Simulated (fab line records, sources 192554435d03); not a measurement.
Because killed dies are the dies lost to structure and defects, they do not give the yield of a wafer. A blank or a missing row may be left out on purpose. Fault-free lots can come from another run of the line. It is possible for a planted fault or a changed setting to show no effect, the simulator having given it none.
What tool caused it? | flow n5 finfet | 72 wafers from 24 lots sampled at 6 of the route's 1938 steps

== WHAT THE GAUGES SHOWED, per wafer ==
N5_BEOL_M8_THK_MEAS_53: measures by xrf.
lot  | measured     | on            | M8_THK (nm)
L076 | day 9 20:23  | film metro-01 | 77.0 79.1 75.7
L074 | day 9 23:29  | film metro-02 | 76.7 79.6 80.3
L075 | day 9 23:52  | film metro-01 | 80.1 77.7 75.8
L077 | day 10 11:05 | film metro-01 | 78.6 79.8 78.9
L078 | day 10 15:15 | film metro-01 | 75.5 82.3 77.2
L080 | day 10 22:16 | film metro-02 | 80.6 84.7 81.6
L079 | day 10 22:53 | film metro-02 | 79.0 78.2 79.5
L081 | day 11 06:29 | film metro-02 | 77.8 76.9 81.2
L084 | day 11 20:52 | film metro-02 | 78.6 80.2 76.9
L082 | day 11 23:56 | film metro-02 | 80.0 80.7 78.7
L083 | day 12 00:23 | film metro-02 | 80.8 82.3 80.8
L085 | day 12 09:05 | film metro-02 | 76.9 77.2 73.5
L086 | day 13 02:41 | film metro-01 | 77.0 78.6 75.3
L087 | day 13 12:51 | film metro-01 | 79.4 78.3 80.5
L089 | day 14 10:00 | film metro-02 | 80.4 83.8 75.2
L088 | day 14 10:49 | film metro-01 | 77.8 75.8 81.3
L093 | day 14 19:46 | film metro-01 | 75.2 77.6 76.3
L090 | day 14 19:53 | film metro-02 | 76.1 81.1 79.8
L091 | day 14 20:02 | film metro-01 | 74.2 77.2 77.5
L092 | day 14 20:44 | film metro-01 | 77.6 79.1 78.2
L094 | day 15 06:19 | film metro-01 | 80.1 79.5 78.9
L095 | day 15 06:56 | film metro-01 | 75.0 77.2 79.4
L097 | day 15 18:48 | film metro-02 | 73.3 75.5 79.3
L096 | day 15 23:17 | film metro-01 | 75.1 81.5 77.7

N5_BEOL_M9_OVL_MEAS_12.
lot  | measured     | on         | M9_OVL (nm)
L076 | day 9 22:04  | overlay-01 | -0.3 -0.5 -0.6
L074 | day 10 02:08 | overlay-02 | -1.2 0.0 -0.7
L075 | day 10 02:13 | overlay-01 | 1.1 0.8 0.6
L077 | day 10 12:42 | overlay-02 | -1.5 -1.7 -1.7
L078 | day 10 18:19 | overlay-02 | 1.0 -0.4 0.7
L080 | day 11 00:45 | overlay-02 | -0.6 0.1 -0.2
L079 | day 11 00:50 | overlay-02 | 0.9 0.0 0.7
L081 | day 11 07:55 | overlay-01 | -0.3 -0.1 -1.6
L084 | day 12 00:13 | overlay-02 | 0.0 -0.7 -0.9
L082 | day 12 01:20 | overlay-01 | -0.1 1.1 -0.4
L083 | day 12 01:46 | overlay-01 | -0.3 0.2 -1.0
L085 | day 12 12:01 | overlay-01 | -0.3 -0.9 -0.8
L086 | day 13 05:31 | overlay-01 | 1.2 0.5 0.0
L087 | day 13 16:07 | overlay-01 | 0.6 -0.4 0.0
L089 | day 14 13:43 | overlay-01 | -0.3 0.3 0.0
L088 | day 14 13:58 | overlay-02 | -0.3 0.6 0.0
L093 | day 15 00:52 | overlay-01 | 0.2 0.4 0.3
L090 | day 15 01:02 | overlay-01 | -1.1 -0.8 -1.2
L091 | day 15 01:13 | overlay-01 | -0.1 -0.5 -0.8
L092 | day 15 01:22 | overlay-01 | -0.5 -1.0 -0.9
L094 | day 15 08:53 | overlay-01 | -0.5 1.2 -0.2
L095 | day 15 09:17 | overlay-01 | -0.1 -0.1 -0.2
L097 | day 15 21:44 | overlay-01 | 0.2 0.4 -0.2
L096 | day 16 02:58 | overlay-01 | -0.5 0.2 -0.2

N5_BEOL_M9_CD_MEAS_28 targets a cd of 70 nm.
lot  | measured     | on        | cd nm (nm)
L076 | day 10 00:26 | cd sem-03 | 70.1 70.5 69.9
L074 | day 10 03:10 | cd sem-03 | 70.3 70.1 69.7
L075 | day 10 04:21 | cd sem-03 | 70.0 69.9 69.7
L077 | day 10 14:09 | cd sem-02 | 70.1 70.1 70.1
L078 | day 10 21:35 | cd sem-01 | 70.7 70.3 70.6
L080 | day 11 03:07 | cd sem-02 | 70.1 70.3 70.5
L079 | day 11 03:17 | cd sem-02 | 69.7 69.4 70.1
L081 | day 11 10:18 | cd sem-01 | 69.9 69.9 69.6
L084 | day 12 02:29 | cd sem-01 | 70.0 69.9 69.4
L082 | day 12 02:40 | cd sem-02 | 69.7 69.9 69.6
L083 | day 12 02:42 | cd sem-03 | 70.1 70.5 70.5
L085 | day 12 13:50 | cd sem-02 | 70.4 70.0 70.3
L086 | day 13 09:08 | cd sem-01 | 70.1 70.1 70.3
L087 | day 13 17:49 | cd sem-02 | 70.9 69.9 70.4
L089 | day 14 15:10 | cd sem-02 | 70.4 70.5 70.0
L088 | day 14 15:12 | cd sem-02 | 70.2 70.4 70.1
L093 | day 15 01:40 | cd sem-03 | 69.5 69.4 69.9
L090 | day 15 02:08 | cd sem-03 | 70.3 69.8 70.5
L091 | day 15 02:11 | cd sem-01 | 70.4 70.0 70.3
L092 | day 15 02:23 | cd sem-02 | 70.1 70.2 70.0
L094 | day 15 11:46 | cd sem-02 | 70.5 70.4 69.8
L095 | day 15 11:56 | cd sem-02 | 69.4 69.7 70.1
L097 | day 15 22:34 | cd sem-02 | 69.3 69.8 69.4
L096 | day 16 05:37 | cd sem-03 | 69.5 69.8 69.5

N5_BEOL_M9_OCD_MEAS_38.
lot  | measured     | on     | trench depth nm (nm)
L076 | day 10 01:01 | ocd-01 | 145 147 141
L074 | day 10 03:45 | ocd-02 | 144 147 140
L075 | day 10 04:56 | ocd-01 | 143 147 148
L077 | day 10 14:55 | ocd-02 | 147 147 147
L078 | day 10 22:11 | ocd-02 | 154 151 153
L080 | day 11 03:42 | ocd-02 | 157 154 152
L079 | day 11 03:52 | ocd-01 | 149 147 147
L081 | day 11 11:16 | ocd-02 | 157 152 156
L084 | day 12 03:04 | ocd-01 | 145 147 145
L082 | day 12 03:19 | ocd-02 | 150 148 153
L083 | day 12 03:47 | ocd-02 | 147 147 149
L085 | day 12 14:25 | ocd-02 | 148 151 146
L086 | day 13 09:43 | ocd-01 | 142 156 141
L087 | day 13 18:24 | ocd-02 | 152 153 151
L089 | day 14 15:44 | ocd-02 | 153 153 150
L088 | day 14 15:47 | ocd-01 | 145 146 146
L093 | day 15 02:20 | ocd-01 | 152 151 151
L090 | day 15 02:43 | ocd-02 | 147 153 145
L091 | day 15 02:46 | ocd-01 | 142 155 142
L092 | day 15 03:00 | ocd-02 | 153 151 151
L094 | day 15 12:39 | ocd-02 | 152 146 144
L095 | day 15 12:42 | ocd-01 | 153 153 153
L097 | day 15 23:16 | ocd-02 | 142 155 142
L096 | day 16 06:28 | ocd-02 | 158 151 141

== WHICH TOOL RAN EACH LOT (tool, then ch and the chambers of the sampled wafers, then the start) ==
lot  | N5_BEOL_M8_ANNEAL_51             | N5_BEOL_M9_DESCUM_33
L076 | rtp anneal-02 ch 0, day 9 19:50  | rie diel-04 ch 0,1,3, day 10 00:33
L074 | rtp anneal-01 ch 0, day 9 23:02  | rie diel-04 ch 0,2,3, day 10 03:17
L075 | rtp anneal-01 ch 0, day 9 23:15  | rie diel-04 ch 1,3, day 10 04:28
L077 | rtp anneal-02 ch 0, day 10 10:35 | rie diel-04 ch 0,1, day 10 14:27
L078 | rtp anneal-01 ch 0, day 10 14:39 | rie diel-06 ch 0,2,3, day 10 21:44
L080 | rtp anneal-02 ch 0, day 10 21:40 | rie diel-02 ch 0,1,2, day 11 03:14
L079 | rtp anneal-02 ch 0, day 10 22:17 | rie diel-04 ch 1,2, day 11 03:25
L081 | rtp anneal-02 ch 0, day 11 05:56 | rie diel-02 ch 0,1,2, day 11 10:49
L084 | rtp anneal-01 ch 0, day 11 20:22 | rie diel-04 ch 0,1,2, day 12 02:37
L082 | rtp anneal-01 ch 0, day 11 23:20 | rie diel-06 ch 0,2,3, day 12 02:52
L083 | rtp anneal-01 ch 0, day 11 23:53 | rie diel-06 ch 0,1, day 12 03:19
L085 | rtp anneal-01 ch 0, day 12 08:27 | rie diel-04 ch 1,2,3, day 12 13:58
L086 | rtp anneal-01 ch 0, day 13 02:05 | rie diel-02 ch 0,3, day 13 09:15
L087 | rtp anneal-01 ch 0, day 13 12:16 | rie diel-06 ch 1,2, day 13 17:56
L089 | rtp anneal-02 ch 0, day 14 09:30 | rie diel-06 ch 2,3, day 14 15:17
L088 | rtp anneal-02 ch 0, day 14 10:13 | rie diel-04 ch 0,1,2, day 14 15:20
L093 | rtp anneal-02 ch 0, day 14 19:10 | rie diel-06 ch 0,3, day 15 01:53
L090 | rtp anneal-01 ch 0, day 14 19:15 | rie diel-04 ch 1,2,3, day 15 02:16
L091 | rtp anneal-02 ch 0, day 14 19:29 | rie diel-02 ch 0,3, day 15 02:19
L092 | rtp anneal-02 ch 0, day 14 20:08 | rie diel-06 ch 1,3, day 15 02:33
L094 | rtp anneal-02 ch 0, day 15 05:49 | rie diel-04 ch 0,1,3, day 15 12:11
L095 | rtp anneal-02 ch 0, day 15 06:21 | rie diel-06 ch 1,2, day 15 12:15
L097 | rtp anneal-02 ch 0, day 15 18:17 | rie diel-02 ch 1,3, day 15 22:49
L096 | rtp anneal-02 ch 0, day 15 22:41 | rie diel-02 ch 1,2,3, day 16 06:01
- N5_BEOL_M8_ANNEAL_51: time 90 s.
- N5_BEOL_M9_DESCUM_33: chemistry O2, time 7 s.

== AS READ BY THE TOOLS THEMSELVES (means over the sampled wafers that have a number; for cases with no such wafer, the mark the record gives instead) ==
N5_BEOL_M8_ANNEAL_51.
lot  | tool          | anneal temp c (C) | wafer_temp_C_max
L076 | rtp anneal-02 | 225.18            | 226.12
L074 | rtp anneal-01 | 224.93            | 226.21
L075 | rtp anneal-01 | 225.04            | 226.34
L077 | rtp anneal-02 | 225.00            | 225.88
L078 | rtp anneal-01 | 224.80            | 226.27
L080 | rtp anneal-02 | 225.28            | 226.22
L079 | rtp anneal-02 | 225.16            | 226.00
L081 | rtp anneal-02 | 225.05            | 226.28
L084 | rtp anneal-01 | 224.88            | 226.25
L082 | rtp anneal-01 | 225.13            | 226.52
L083 | rtp anneal-01 | 224.90            | 226.36
L085 | rtp anneal-01 | 224.91            | 226.11
L086 | rtp anneal-01 | 225.12            | 225.91
L087 | rtp anneal-01 | 225.05            | 226.08
L089 | rtp anneal-02 | 224.97            | 226.44
L088 | rtp anneal-02 | 225.12            | 226.29
L093 | rtp anneal-02 | 224.89            | 226.28
L090 | rtp anneal-01 | 225.29            | 226.60
L091 | rtp anneal-02 | 225.15            | 226.21
L092 | rtp anneal-02 | 225.04            | 226.06
L094 | rtp anneal-02 | 224.93            | 226.24
L095 | rtp anneal-02 | 224.84            | 226.49
L097 | rtp anneal-02 | 225.05            | 226.10
L096 | rtp anneal-02 | 224.95            | 225.99

N5_BEOL_M9_DESCUM_33.
lot  | tool        | drypump motor current A (A) | oes product au (a.u.) | rf vpp V (V) | showerhead plenum p Torr (Torr) | throttle valve pct (%)
L076 | rie diel-04 | 5.8                         | 0.71                  | 243.6        | 2.09                            | 20.27
L074 | rie diel-04 | 5.3                         | 0.72                  | 243.3        | 2.10                            | 20.40
L075 | rie diel-04 | 6.1                         | 0.70                  | 242.6        | 2.09                            | 20.14
L077 | rie diel-04 | 5.9                         | 0.71                  | 244.6        | 2.15                            | 20.11
L078 | rie diel-06 | 5.8                         | 0.75                  | 242.9        | 2.07                            | 20.56
L080 | rie diel-02 | 5.9                         | 0.78                  | 242.7        | 2.10                            | 20.32
L079 | rie diel-04 | 5.8                         | 0.70                  | 244.0        | 2.15                            | 20.14
L081 | rie diel-02 | 5.9                         | 0.78                  | 242.6        | 2.10                            | 20.34
L084 | rie diel-04 | 5.5                         | 0.70                  | 244.6        | 2.15                            | 20.27
L082 | rie diel-06 | 5.8                         | 0.75                  | 242.9        | 2.06                            | 20.57
L083 | rie diel-06 | 5.7                         | 0.74                  | 243.8        | 2.15                            | 20.51
L085 | rie diel-04 | 5.7                         | 0.79                  | 245.0        | 2.18                            | 20.18
L086 | rie diel-02 | 6.4                         | 0.75                  | 243.1        | 2.07                            | 20.18
L087 | rie diel-06 | 5.7                         | 0.81                  | 243.2        | 2.06                            | 20.04
L089 | rie diel-06 | 5.9                         | 0.78                  | 241.1        | 2.01                            | 20.43
L088 | rie diel-04 | 5.5                         | 0.69                  | 243.6        | 2.14                            | 20.30
L093 | rie diel-06 | 5.7                         | 0.69                  | 242.4        | 2.11                            | 20.76
L090 | rie diel-04 | 5.7                         | 0.76                  | 245.2        | 2.17                            | 20.20
L091 | rie diel-02 | 6.5                         | 0.75                  | 243.6        | 2.06                            | 20.21
L092 | rie diel-06 | 5.3                         | 0.72                  | 242.8        | 2.03                            | 20.34
L094 | rie diel-04 | 5.8                         | 0.76                  | 244.1        | 2.17                            | 20.18
L095 | rie diel-06 | 5.7                         | 0.80                  | 243.4        | 2.06                            | 20.06
L097 | rie diel-02 | 6.0                         | 0.75                  | 243.2        | 2.06                            | 20.06
L096 | rie diel-02 | 5.9                         | 0.76                  | 242.4        | 2.05                            | 20.24

== THE ANSWER, worked out from the rows above alone ==
Rule: what is usual is taken from the lots themselves. Put in order of their means at a reading, lots are off if they are a third of the lots or fewer, leave a main group of 4 or more, and stand apart from it by a gap of 3 or more times the standard deviation of the main group's means; of several such gaps the widest counts. A main group whose means are all the same, to the digits that the tables above print for the reading, isn't used. A lot without any number at a reading at which 4 lots or more have one is off too. Any other lot the step has rows for is counted as sound. Order of review: gauges by route order, followed by the tools' own readings, for which a lot's mean as printed above is used. The first step at which some lot is off is used, and at that step the reading that is off furthest; a lot without a number counts as furthest.
Across all readings shown, no lot is off: no conclusion can be drawn from this.

== WHAT THE SIMULATOR HAD PUT IN ==
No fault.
